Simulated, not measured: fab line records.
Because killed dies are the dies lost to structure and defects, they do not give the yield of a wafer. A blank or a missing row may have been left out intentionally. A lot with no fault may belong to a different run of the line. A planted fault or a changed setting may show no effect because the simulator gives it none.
Chamber matching :: flow nand-harc :: rie-diel-10 running NHARC_A_BONDPAD_ETCH_24: 4 sister chambers
The step etches the open film in CF4/N2, target depth 30 nm, time 72.99 s. 16 wafers are shown with their chamber, then 8 later ones without.

WAFERS WITH THEIR CHAMBER
wafer: L324.2
chamber: 2
showerhead-plenum-p-Torr (Torr): 2.56
drypump-motor-current-A (A): 5.6
rf-vpp-V (V): 314.0

wafer: L324.3
chamber: 1
showerhead-plenum-p-Torr (Torr): 2.78
drypump-motor-current-A (A): 6.1
rf-vpp-V (V): 317.2

wafer: L324.4
chamber: 3
showerhead-plenum-p-Torr (Torr): 2.75
drypump-motor-current-A (A): 5.6
rf-vpp-V (V): 314.6

wafer: L321.3
chamber: 2
showerhead-plenum-p-Torr (Torr): 2.56
drypump-motor-current-A (A): 5.6
rf-vpp-V (V): 313.0

wafer: L321.4
chamber: 1
showerhead-plenum-p-Torr (Torr): 2.78
drypump-motor-current-A (A): 6.2
rf-vpp-V (V): 316.8

wafer: L321.6
chamber: 1
showerhead-plenum-p-Torr (Torr): 2.78
drypump-motor-current-A (A): 6.2
rf-vpp-V (V): 317.6

wafer: L331.1
chamber: 3
showerhead-plenum-p-Torr (Torr): 2.74
drypump-motor-current-A (A): 5.6
rf-vpp-V (V): 317.8

wafer: L331.4
chamber: 1
showerhead-plenum-p-Torr (Torr): 2.78
drypump-motor-current-A (A): 6.2
rf-vpp-V (V): 316.4

wafer: L331.5
chamber: 0
showerhead-plenum-p-Torr (Torr): 2.47
drypump-motor-current-A (A): 6.0
rf-vpp-V (V): 311.5

wafer: L329.1
chamber: 2
showerhead-plenum-p-Torr (Torr): 2.56
drypump-motor-current-A (A): 5.6
rf-vpp-V (V): 313.0

wafer: L329.3
chamber: 0
showerhead-plenum-p-Torr (Torr): 2.47
drypump-motor-current-A (A): 6.0
rf-vpp-V (V): 312.6

wafer: L329.6
chamber: 1
showerhead-plenum-p-Torr (Torr): 2.78
drypump-motor-current-A (A): 6.2
rf-vpp-V (V): 316.9

wafer: L336.2
chamber: 1
showerhead-plenum-p-Torr (Torr): 2.78
drypump-motor-current-A (A): 6.2
rf-vpp-V (V): 318.3

wafer: L336.3
chamber: 3
showerhead-plenum-p-Torr (Torr): 2.74
drypump-motor-current-A (A): 5.6
rf-vpp-V (V): 314.6

wafer: L336.6
chamber: 3
showerhead-plenum-p-Torr (Torr): 2.74
drypump-motor-current-A (A): 5.5
rf-vpp-V (V): 316.7

wafer: L335.1
chamber: 1
showerhead-plenum-p-Torr (Torr): 2.78
drypump-motor-current-A (A): 6.2
rf-vpp-V (V): 317.4

SIGNATURES (averages over the wafers above)
reading: showerhead-plenum-p-Torr
chamber 0: 2.4700
chamber 1: 2.7800
chamber 2: 2.5600
chamber 3: 2.7425
scatter within a chamber: 0.0025

reading: drypump-motor-current-A
chamber 0: 6.000
chamber 1: 6.186
chamber 2: 5.600
chamber 3: 5.575
scatter within a chamber: 0.0366

reading: rf-vpp-V
chamber 0: 312.050
chamber 1: 317.229
chamber 2: 313.333
chamber 3: 315.925
scatter within a chamber: 0.966
Rule: a wafer lies at a distance from a chamber equal to the root of the sum of squares, over the readings, of (its reading less the chamber's mean, divided by the reading's scatter). If the next closest chamber is less than 2 further off than the closest, the wafer can't be placed; otherwise it belongs to the closest. How the scatter is found: for the shown wafers, subtract from each reading the mean of its chamber, square and add these, divide the total by (wafers less chambers), then take the root.

WAFERS WHOSE CHAMBER IS MISSING
wafer: L335.3
showerhead-plenum-p-Torr (Torr): 2.56
drypump-motor-current-A (A): 5.6
rf-vpp-V (V): 313.9

wafer: L335.5
showerhead-plenum-p-Torr (Torr): 2.56
drypump-motor-current-A (A): 5.6
rf-vpp-V (V): 312.7

wafer: L337.1
showerhead-plenum-p-Torr (Torr): 2.47
drypump-motor-current-A (A): 5.9
rf-vpp-V (V): 312.4

wafer: L337.2
showerhead-plenum-p-Torr (Torr): 2.74
drypump-motor-current-A (A): 5.5
rf-vpp-V (V): 317.9

wafer: L337.6
showerhead-plenum-p-Torr (Torr): 2.46
drypump-motor-current-A (A): 6.0
rf-vpp-V (V): 312.6

wafer: L343.2
showerhead-plenum-p-Torr (Torr): 2.56
drypump-motor-current-A (A): 5.7
rf-vpp-V (V): 312.9

wafer: L343.3
showerhead-plenum-p-Torr (Torr): 2.74
drypump-motor-current-A (A): 5.6
rf-vpp-V (V): 315.4

wafer: L343.4
showerhead-plenum-p-Torr (Torr): 2.78
drypump-motor-current-A (A): 6.2
rf-vpp-V (V): 316.6

EACH ONE'S CHAMBER
wafer: L335.3
from the rows above: 2
in truth: 2

wafer: L335.5
from the rows above: 2
in truth: 2

wafer: L337.1
from the rows above: 0
in truth: 0

wafer: L337.2
from the rows above: 3
in truth: 3

wafer: L337.6
from the rows above: 0
in truth: 0

wafer: L343.2
from the rows above: 2
in truth: 2

wafer: L343.3
from the rows above: 3
in truth: 3

wafer: L343.4
from the rows above: 1
in truth: 1
8 of 8 placed correctly. From these rows, 0 cannot be placed. Number placed wrongly: 0.
